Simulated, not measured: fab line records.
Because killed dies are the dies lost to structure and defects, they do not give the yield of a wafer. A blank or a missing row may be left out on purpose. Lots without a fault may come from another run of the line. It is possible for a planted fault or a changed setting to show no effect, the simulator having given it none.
Split-lot study | flow n5-finfet | 21 wafers read from 7 lots, route of 1938 steps

== ON THE SPLIT ==
At N5_BEOL_M12_TRENCH_ETCH_34 (etches SiOC in C4F8/O2/Ar, target depth 318.95 nm, time 125.5 s), the setting time-s was moved away from the recipe's 125.5 s on 7 of the 21 wafers read, by -21.6% to +19.4%. The other wafers ran this setting at the recipe's value.

== FROM THE SPLIT TO THE READING: what the file shows between them, 12 steps ==
- N5_BEOL_M12_STRIP_70: strips in C4F8/O2/Ar
- N5_BEOL_M12_OCD_MEAS_35
- N5_BEOL_M12_STRIP_37: strips in N2/H2
- N5_BEOL_M12_ETCH_38: etches SiCN in CF4/N2, target depth 68.7 nm, time 73.4 s
- N5_BEOL_M12_PRECLEAN_39: cleans in residue remover, time 60 s
- N5_BEOL_M12_SRD_40: time 30 s, dry time 30 s
- N5_BEOL_M12_ECD_47: material Cu, target thk 720 nm
- N5_BEOL_M12_ANNEAL_48: time 90 s
- N5_BEOL_M12_CMP_49: polishes, stops on SiOC, t overpolish 20.6 s, target thk 320 nm
- N5_BEOL_M12_THK_MEAS_50: measures by xrf
- N5_BEOL_M12_PRE_CLEAN_52: time 15 s
- N5_BEOL_M12_DEP_53: deposits SiCN from 3MS/NH3, target thk 30 nm, time 10.5 s

== THE READING ==
M12_RS, in ohm/sq, at N5_BEOL_M12_RS_MEAS_54 (measures by four-point-probe). A value of 0.0602 ohm/sq with a standard deviation of 0.00081 ohm/sq is what fault-free wafers of this fab line usually give.

wafer  | tool, chamber at the split | time-s as run, s | against the recipe | M12_RS, ohm/sq | against lot-mates on the recipe
L074.3 | rie-diel-02, 3             | 125.5            | recipe             | 0.0611         | -
L074.5 | rie-diel-02, 2             | 125.5            | recipe             | 0.0592         | -
L074.6 | rie-diel-02, 1             | 125.5            | recipe             | 0.0599         | -
L078.2 | rie-diel-01, 3             | 125.5            | recipe             | 0.0605         | -
L078.5 | rie-diel-01, 1             | 125.5            | recipe             | 0.0595         | -
L078.6 | rie-diel-01, 0             | 125.5            | recipe             | 0.0608         | -
L079.1 | rie-diel-01, 1             | 125.5            | recipe             | 0.0599         | -
L079.2 | rie-diel-01, 2             | 104.5            | -16.7%             | 0.0711         | +0.0112
L079.3 | rie-diel-01, 0             | 104.5            | -16.7%             | 0.0722         | +0.0123
L085.1 | rie-diel-01, 2             | 125.5            | recipe             | 0.0589         | -
L085.3 | rie-diel-01, 0             | 113              | -10.0%             | 0.0674         | +0.0077
L085.6 | rie-diel-01, 0             | 125.5            | recipe             | 0.0604         | -
L096.2 | rie-diel-04, 3             | 125.5            | recipe             | 0.0601         | -
L096.3 | rie-diel-04, 0             | 149.9            | +19.4%             | 0.0500         | -0.0105
L096.6 | rie-diel-04, 2             | 125.5            | recipe             | 0.0608         | -
L094.4 | rie-diel-04, 0             | 125.5            | recipe             | 0.0584         | -
L094.5 | rie-diel-04, 2             | 148.1            | +18.0%             | 0.0501         | -0.0083
L094.6 | rie-diel-04, 3             | 148.1            | +18.0%             | 0.0505         | -0.0079
L097.2 | rie-diel-04, 1             | 98.37            | -21.6%             | 0.0786         | +0.0178
L097.3 | rie-diel-04, 3             | 125.5            | recipe             | 0.0604         | -
L097.4 | rie-diel-04, 2             | 125.5            | recipe             | 0.0612         | -

FIT RESULTS
A straight line over all 21 wafers: M12_RS changes by -0.000651 ohm/sq for each +1% of time-s; r = -0.98; the points scatter about the line by 0.0014 ohm/sq.
The same after taking each lot's own level away (the mean of its wafers on the recipe; 21 wafers): -0.000624 ohm/sq for each +1%; r = -0.98; scatter 0.0014 ohm/sq.
According to that fit, moving time-s by its largest amount changes the reading by 0.013 ohm/sq.
Across the lots, their own levels run from 0.05840 to 0.06080 ohm/sq, a range of 3.0 times the standard deviation given above.
The two slopes are in agreement: the lot-to-lot level therefore moves the slope only a little.
Check: +0.013 ohm/sq against its lot-mates is what the line predicts for one of the wafers moved furthest among these (-21.6%) when that wafer is left out of the fit. Against them it came out at +0.0178 ohm/sq.

== THE WHOLE CHAIN: every reading that the file lists as answering this split, in the file's order ==
step                       | what it does                                                    | reading                                                                       | change (the file's fit)               | r (the file's)
N5_BEOL_M12_TRENCH_ETCH_34 | etches SiOC in C4F8/O2/Ar, target depth 318.95 nm, time 125.5 s | etch.depth-nm (the simulator's own value, which no gauge read)                | +3.13 nm for each +1% of the setting  | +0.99
N5_BEOL_M12_OCD_MEAS_35    |                                                                 | trench-depth-nm                                                               | +3.13 nm for each +1% of the setting  | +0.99
N5_BEOL_M12_CMP_49         | polishes, stops on SiOC, t overpolish 20.6 s, target thk 320 nm | Cu_of_BEOL_M12_ECD_47.thk-nm (the simulator's own value, which no gauge read) | +3.1 nm for each +1% of the setting   | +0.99
N5_BEOL_M12_THK_MEAS_50    | measures by xrf                                                 | M12_THK                                                                       | +3.07 for each +1% of the setting     | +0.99
N5_BEOL_M12_RS_MEAS_54     | measures by four-point-probe                                    | M12_RS                                                                        | -0.000651 for each +1% of the setting | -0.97

== THE FILE'S OWN FIT ==
M12_RS changes by -0.000651 ohm/sq for each +1% of time-s, r = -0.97.
